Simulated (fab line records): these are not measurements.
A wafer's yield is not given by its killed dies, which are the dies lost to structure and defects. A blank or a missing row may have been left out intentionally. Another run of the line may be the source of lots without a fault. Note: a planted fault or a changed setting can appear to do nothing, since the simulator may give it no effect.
Which tool is to blame? | flow nand-harc | 12 lots with 36 wafers sampled at 5 steps, on a route of 1302 steps

## WHAT EACH GAUGE READ, for each wafer
NHARC_END_SORT_01. Usual: killed-at-array 55, standard deviation 15; killed-at-other 1.0, standard deviation 1.2; killed-at-periphery 3.4, standard deviation 2.2; killed-dies 59, standard deviation 15; killed-open 3.2, standard deviation 2; killed-short 2.5, standard deviation 1.7.
lot  | measured     | on        | killed-at-array | killed-at-other | killed-at-periphery | killed-dies | killed-open | killed-short | flag
L331 | day 24 20:31 | prober-02 | 47 47 51        | 3 0 3           | 1 1 2               | 51 48 56    | 2 2 1       | 4 0 1        |
L330 | day 24 18:25 | prober-01 | 68 71 62        | 3 2 2           | 2 0 5               | 73 73 69    | 4 4 3       | 2 2 2        |
L342 | day 29 19:01 | prober-02 | 75 54 54        | 1 0 2           | 5 1 2               | 81 55 58    | 5 1 1       | 3 2 3        |
L344 | day 30 00:23 | prober-02 | 52 39 48        | 0 0 1           | 4 7 4               | 56 46 53    | 4 2 7       | 2 2 2        |
L343 | day 29 17:17 | prober-01 | 49 56 44        | 1 0 1           | 0 8 3               | 50 64 48    | 1 3 1       | 4 7 1        |
L345 | day 31 01:29 | prober-02 | 51 50 60        | 0 2 1           | 7 7 3               | 58 59 64    | 4 2 3       | 3 2 2        |
L350 | day 33 05:31 | prober-01 | 56 69 61        | 1 4 2           | 4 6 5               | 61 79 68    | 0 4 5       | 5 3 3        |

## WHAT TOOL EACH LOT RAN ON (gives the tool, then ch and the chambers of the sampled wafers, and finally the start)
lot  | NHARC_A_CHANNEL_HOLE_D1_ETCH_23  | NHARC_A_CHANNEL_HOLE_D1_ETCH_26  | NHARC_A_CHANNEL_FILL_D1_ETCHBACK_20 | NHARC_A_CHANNEL_FILL_D1_ALD_25
L329 | har-etch-02 ch 0,1, day 8 09:46  | har-etch-02 ch 0,1, day 8 12:05  | rie-diel-11 ch 1,2,3, day 9 15:50   | ald-hk-01 ch 0,2,3, day 10 04:06
L331 | har-etch-01 ch 0,1, day 9 01:57  | har-etch-01 ch 0,1, day 9 04:18  | rie-diel-11 ch 1,2,3, day 10 11:01  | ald-hk-01 ch 0,1,2, day 11 00:19
L330 | har-etch-02 ch 0,1, day 9 03:56  | har-etch-02 ch 0,1, day 9 06:16  | rie-diel-09 ch 0,2,3, day 10 11:01  | ald-hk-02 ch 1,2,3, day 11 00:56
L332 | har-etch-01 ch 0,1, day 9 17:11  | har-etch-01 ch 0,1, day 9 19:29  | rie-diel-09 ch 0,2,3, day 11 01:20  | ald-hk-01 ch 0,1,3, day 11 14:53
L342 | har-etch-01 ch 0,1, day 13 17:38 | har-etch-01 ch 0,1, day 13 19:43 | rie-diel-11 ch 2,3, day 14 22:31    | ald-hk-01 ch 2,3, day 15 11:43
L344 | har-etch-02 ch 0, day 14 13:31   | har-etch-02 ch 0, day 14 18:12   | rie-diel-11 ch 0,1,2, day 15 18:05  | ald-hk-02 ch 0,1,3, day 16 06:08
L343 | har-etch-01 ch 0,1, day 14 13:34 | har-etch-01 ch 0,1, day 14 15:55 | rie-diel-09 ch 0,1,3, day 15 18:05  | ald-hk-01 ch 0,1,3, day 16 07:22
L345 | har-etch-01 ch 0,1, day 15 05:36 | har-etch-01 ch 0,1, day 15 07:50 | rie-diel-11 ch 0,1,3, day 16 10:02  | ald-hk-03 ch 1,2,3, day 16 22:38
L346 | har-etch-02 ch 0, day 15 23:13   | har-etch-02 ch 0, day 16 01:28   | rie-diel-11 ch 0,1,3, day 17 05:57  | ald-hk-02 ch 0,2,3, day 17 18:01
L349 | har-etch-02 ch 0,1, day 16 15:43 | har-etch-02 ch 0,1, day 16 18:04 | rie-diel-11 ch 0,2,3, day 17 22:13  | ald-hk-03 ch 0,1,3, day 18 10:01
L350 | har-etch-01 ch 0,1, day 17 06:29 | har-etch-01 ch 0,1, day 17 08:44 | rie-diel-11 ch 0,1, day 18 10:56    | ald-hk-02 ch 1,2, day 18 22:46
L351 | har-etch-02 ch 0,1, day 17 17:03 | har-etch-02 ch 0,1, day 17 19:24 | rie-diel-11 ch 1,2, day 18 21:46    | ald-hk-03 ch 0,1, day 19 10:34
- NHARC_A_CHANNEL_HOLE_D1_ETCH_23: etches the open film in C4F8/O2/Ar, time 819 s, target depth 1600 nm.
- NHARC_A_CHANNEL_HOLE_D1_ETCH_26: etches the open film in C4F8/O2/Ar, time 224.1 s, target depth 300 nm.
- NHARC_A_CHANNEL_FILL_D1_ETCHBACK_20: etches the open film in C4F8/O2/Ar, target depth 27 nm, time 13.5 s.
- NHARC_A_CHANNEL_FILL_D1_ALD_25: deposits SiOx, target thk 60 nm, pulse time 10 s, ald cycles 600.

## WHAT THE TOOLS THEMSELVES READ (means of the sampled wafers that have a number; where no wafer has one, the mark that the record gives instead)
NHARC_A_CHANNEL_HOLE_D1_ETCH_23. Usual: drypump-motor-current-A 5.84 A, standard deviation 0.15; showerhead-plenum-p-Torr 3.60 Torr, standard deviation 0.14; temp-c -19.99 C, standard deviation 0.11; throttle-valve-pct 32.156 %, standard deviation 0.0099.
lot  | tool        | drypump-motor-current-A (A) | showerhead-plenum-p-Torr (Torr) | temp-c (C) | throttle-valve-pct (%) | flag
L329 | har-etch-02 | 5.74                        | 3.48                            | -20.05     | 32.153                 |
L331 | har-etch-01 | 5.81                        | 3.60                            | -20.00     | 32.161                 |
L330 | har-etch-02 | 5.72                        | 3.47                            | -20.03     | 32.155                 |
L332 | har-etch-01 | 5.92                        | 3.66                            | -20.01     | 32.157                 |
L342 | har-etch-01 | 5.92                        | 3.63                            | -19.92     | 32.156                 |
L344 | har-etch-02 | 5.93                        | 3.52                            | -20.05     | 32.164                 |
L343 | har-etch-01 | 5.90                        | 3.63                            | -20.01     | 32.155                 |
L345 | har-etch-01 | 5.80                        | 3.55                            | -20.12     | 32.156                 |
L346 | har-etch-02 | 5.91                        | 3.51                            | -20.00     | 32.164                 |
L349 | har-etch-02 | 5.74                        | 3.78                            | -20.10     | 32.151                 |
L350 | har-etch-01 | 5.81                        | 3.54                            | -19.96     | 32.156                 |
L351 | har-etch-02 | 5.81                        | 3.93                            | -20.09     | 32.156                 |

NHARC_A_CHANNEL_HOLE_D1_ETCH_26. Usual: drypump-motor-current-A 5.85 A, standard deviation 0.15; showerhead-plenum-p-Torr 3.64 Torr, standard deviation 0.14; temp-c -20.00 C, standard deviation 0.1; throttle-valve-pct 24.583 %, standard deviation 0.0085.
lot  | tool        | drypump-motor-current-A (A) | showerhead-plenum-p-Torr (Torr) | temp-c (C) | throttle-valve-pct (%) | flag
L329 | har-etch-02 | 5.74                        | 3.51                            | -20.05     | 24.583                 |
L331 | har-etch-01 | 5.82                        | 3.65                            | -20.03     | 24.584                 |
L330 | har-etch-02 | 5.75                        | 3.51                            | -19.96     | 24.586                 |
L332 | har-etch-01 | 5.91                        | 3.70                            | -19.94     | 24.594                 |
L342 | har-etch-01 | 5.92                        | 3.67                            | -20.03     | 24.582                 |
L344 | har-etch-02 | 5.92                        | 3.56                            | -20.06     | 24.584                 |
L343 | har-etch-01 | 5.91                        | 3.67                            | -20.00     | 24.583                 |
L345 | har-etch-01 | 5.83                        | 3.59                            | -19.89     | 24.585                 |
L346 | har-etch-02 | 5.91                        | 3.55                            | -20.09     | 24.580                 |
L349 | har-etch-02 | 5.76                        | 3.83                            | -20.04     | 24.584                 |
L350 | har-etch-01 | 5.84                        | 3.58                            | -19.97     | 24.587                 |
L351 | har-etch-02 | 5.84                        | 3.98                            | -20.00     | 24.583                 |

NHARC_A_CHANNEL_FILL_D1_ETCHBACK_20. Usual: oes-product-au 0.95 a.u., standard deviation 0.035; rf-vpp-V 979 V, standard deviation 5.2.
lot  | tool        | oes-product-au (a.u.) | rf-vpp-V (V) | flag
L329 | rie-diel-11 | 1.00                  | 982          |
L331 | rie-diel-11 | 0.93                  | 982          |
L330 | rie-diel-09 | 0.92                  | 980          |
L332 | rie-diel-09 | 0.93                  | 980          |
L342 | rie-diel-11 | 1.00                  | 984          |
L344 | rie-diel-11 | 0.99                  | 976          |
L343 | rie-diel-09 | 0.93                  | 977          |
L345 | rie-diel-11 | 0.99                  | 977          |
L346 | rie-diel-11 | 0.93                  | 977          |
L349 | rie-diel-11 | 0.93                  | 979          |
L350 | rie-diel-11 | 0.92                  | 974          |
L351 | rie-diel-11 | 0.92                  | 978          |

NHARC_A_CHANNEL_FILL_D1_ALD_25. Usual: heater-power-w 472 W, standard deviation 62; precursor-pulse-height-rel 1.000, standard deviation 0.02.
lot  | tool      | heater-power-w (W) | precursor-pulse-height-rel | flag
L329 | ald-hk-01 | 438                | 1.015                      |
L331 | ald-hk-01 | 490                | 0.992                      |
L330 | ald-hk-02 | 485                | 1.003                      |
L332 | ald-hk-01 | 455                | 0.995                      |
L342 | ald-hk-01 | 439                | 1.004                      |
L344 | ald-hk-02 | 459                | 0.988                      |
L343 | ald-hk-01 | 468                | 1.021                      |
L345 | ald-hk-03 | 461                | 1.013                      |
L346 | ald-hk-02 | 473                | 1.010                      |
L349 | ald-hk-03 | 450                | 1.001                      |
L350 | ald-hk-02 | 519                | 1.006                      |
L351 | ald-hk-03 | 419                | 1.023                      |

## THE ANSWER, worked out from the rows above alone
Rule: a lot counts as off when the mean over its wafers that have a number is more than 3 standard deviations away from the usual mean. Also off: a lot with no number at a reading for which 4 or more lots have one. The other lots that the step has rows for count as sound. Order of review: gauges by route order, followed by the tools' own readings, for which a lot's mean as printed above is used. The first step at which some lot is off is used, and at that step the reading that is off furthest; a lot without a number counts as furthest.
No lot is off at any reading shown: from this, nothing can be told.

## WHAT THE SIMULATOR PUT IN
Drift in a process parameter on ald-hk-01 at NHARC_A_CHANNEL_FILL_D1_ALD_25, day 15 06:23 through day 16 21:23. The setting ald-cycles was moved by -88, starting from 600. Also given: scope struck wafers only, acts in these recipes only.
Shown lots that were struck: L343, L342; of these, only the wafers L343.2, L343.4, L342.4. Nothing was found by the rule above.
